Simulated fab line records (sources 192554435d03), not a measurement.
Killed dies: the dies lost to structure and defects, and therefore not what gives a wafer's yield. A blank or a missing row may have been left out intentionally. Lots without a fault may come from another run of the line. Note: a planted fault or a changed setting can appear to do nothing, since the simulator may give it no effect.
Split-lot study | flow n5Finfet | 7 lots, 21 wafers read, on a route of 1938 steps

## ON THE SPLIT
At N5_BEOL_M11_HM_DEP_02 (deposits TiN, target thk 20 nm), the setting targetThkA was moved away from the recipe's 200 angstrom on 8 of the 21 wafers read, by -11.8% to +9.5%. For the rest of the wafers, this setting stayed at what the recipe calls for.

## FROM THE SPLIT TO THE READING: what the file shows between them, 8 steps
- N5_BEOL_M11_COAT_59: time 60 s, resist thk 100 nm
- N5_BEOL_M11_COAT_60: time 60 s, resist thk 30 nm
- N5_BEOL_M11_STRIP_68: strips in N2/H2
- N5_BEOL_M11_STRIP_67: strips in CF4
- N5_BEOL_M11_HM_OPEN_17: chemistry Cl2/BCl3, target TiN, target depth 20 nm, overetch 6 nm
- N5_BEOL_M11_STRIP_19: strips in O2
- N5_BEOL_M11_STRIP_73: strips in C4F6/O2
- N5_BEOL_M11_STRIP_36: strips in N2/H2

## THE READING
TiN_of_BEOL_M11_HM_DEP_02.thkNm (the simulator's own value, which no gauge read), in nm, at N5_BEOL_M11_TRENCH_ETCH_37 (etches SiCOH lowk in C4F6/O2, target depth 148.83 nm, time 48 s). The file does not state a usual value for it. Average 16.0 nm, standard deviation 0.12 nm, over the 13 wafers here run with the recipe.

wafer  | tool, chamber at the split | targetThkA as run, angstrom | against the recipe | TiN_of_BEOL_M11_HM_DEP_02.thkNm, nm | against lot-mates on the recipe
L075.4 | pvdSputter-02, -           | 176.3                       | -11.8%             | 13.6                                | -2.2
L075.5 | pvdSputter-02, -           | 176.3                       | -11.8%             | 13.6                                | -2.2
L075.6 | pvdSputter-02, -           | 200                         | recipe             | 15.8                                | -
L079.2 | pvdSputter-02, -           | 185                         | -7.5%              | 14.4                                | -1.6
L079.3 | pvdSputter-02, -           | 200                         | recipe             | 16                                  | -
L079.4 | pvdSputter-02, -           | 200                         | recipe             | 16                                  | -
L083.3 | pvdSputter-01, -           | 200                         | recipe             | 16                                  | -
L083.5 | pvdSputter-01, -           | 200                         | recipe             | 15.8                                | -
L083.6 | pvdSputter-01, -           | 215.4                       | +7.7%              | 17                                  | +1.1
L082.1 | pvdSputter-03, -           | 200                         | recipe             | 16                                  | -
L082.4 | pvdSputter-03, -           | 200                         | recipe             | 16                                  | -
L082.3 | pvdSputter-03, -           | 190.4                       | -4.8%              | 15                                  | -1.0
L086.1 | pvdSputter-01, -           | 200                         | recipe             | 16                                  | -
L086.3 | pvdSputter-01, -           | 200                         | recipe             | 15.8                                | -
L086.5 | pvdSputter-01, -           | 200                         | recipe             | 15.8                                | -
L092.1 | pvdSputter-01, -           | 218.9                       | +9.5%              | 18                                  | +1.8
L092.4 | pvdSputter-01, -           | 218.9                       | +9.5%              | 18                                  | +1.8
L092.3 | pvdSputter-01, -           | 200                         | recipe             | 16.2                                | -
L094.1 | pvdSputter-01, -           | 200                         | recipe             | 16                                  | -
L094.4 | pvdSputter-01, -           | 200                         | recipe             | 16                                  | -
L094.6 | pvdSputter-01, -           | 192.3                       | -3.8%              | 15.2                                | -0.8

THE FIT
A straight line over all 21 wafers: TiN_of_BEOL_M11_HM_DEP_02.thkNm changes by +0.198 nm for each +1% of targetThkA; r = +0.99; the points scatter about the line by 0.16 nm.
The same after taking each lot's own level away (the mean of its wafers on the recipe; 21 wafers): +0.186 nm for each +1%; r = +1.00; scatter 0.1 nm.
According to that fit, moving targetThkA by its largest amount changes the reading by 2.2 nm.
Across the lots, their own levels run from 15.80 to 16.20 nm, a range of 3.5 times the standard deviation given above.
The two slopes are in agreement: the lot-to-lot level therefore moves the slope only a little.
Check: with one of the wafers moved furthest among these (-11.8%) left out of the fit, the line predicts -2.25 nm for it against its lot-mates. Against them it came out at -2.2 nm.

## ADDITIONAL SPLITS CARRIED BY THESE WAFERS
Other splits were also applied to these wafers ahead of the reading. Each is held against what the fit with the lots' levels taken away leaves over:
other split on the same wafers     | wafers away from the commonest value | r with TiN_of_BEOL_M11_HM_DEP_02.thkNm (lot level and that fit taken away)
N5_BEOL_M10_PEB_26 pebTimeS        | 8                                    | -0.04
N5_BEOL_M10_TRENCH_ETCH_37 sourceW | 7                                    | +0.05
N5_BEOL_M11_ILD_DEP_00 timeS       | 6                                    | +0.06

## THE WHOLE CHAIN: every reading that the file lists as answering this split, in the file's order
step                       | what it does                                                      | reading                                                                          | change (the file's fit)               | r (the file's)
N5_BEOL_M11_HM_DEP_02      | deposits TiN, target thk 20 nm                                    | TiN_of_BEOL_M11_HM_DEP_02.thkNm (the simulator's own value, which no gauge read) | +0.185 nm for each +1% of the setting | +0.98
N5_BEOL_M11_HM_OPEN_17     | chemistry Cl2/BCl3, target TiN, target depth 20 nm, overetch 6 nm | etch.depthNm (the simulator's own value, which no gauge read)                    | +0.185 nm for each +1% of the setting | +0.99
N5_BEOL_M11_TRENCH_ETCH_37 | etches SiCOH lowk in C4F6/O2, target depth 148.83 nm, time 48 s   | TiN_of_BEOL_M11_HM_DEP_02.thkNm (the simulator's own value, which no gauge read) | +0.186 nm for each +1% of the setting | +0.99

## FILE'S OWN FIT
TiN_of_BEOL_M11_HM_DEP_02.thkNm changes by +0.186 nm for each +1% of targetThkA, r = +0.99.
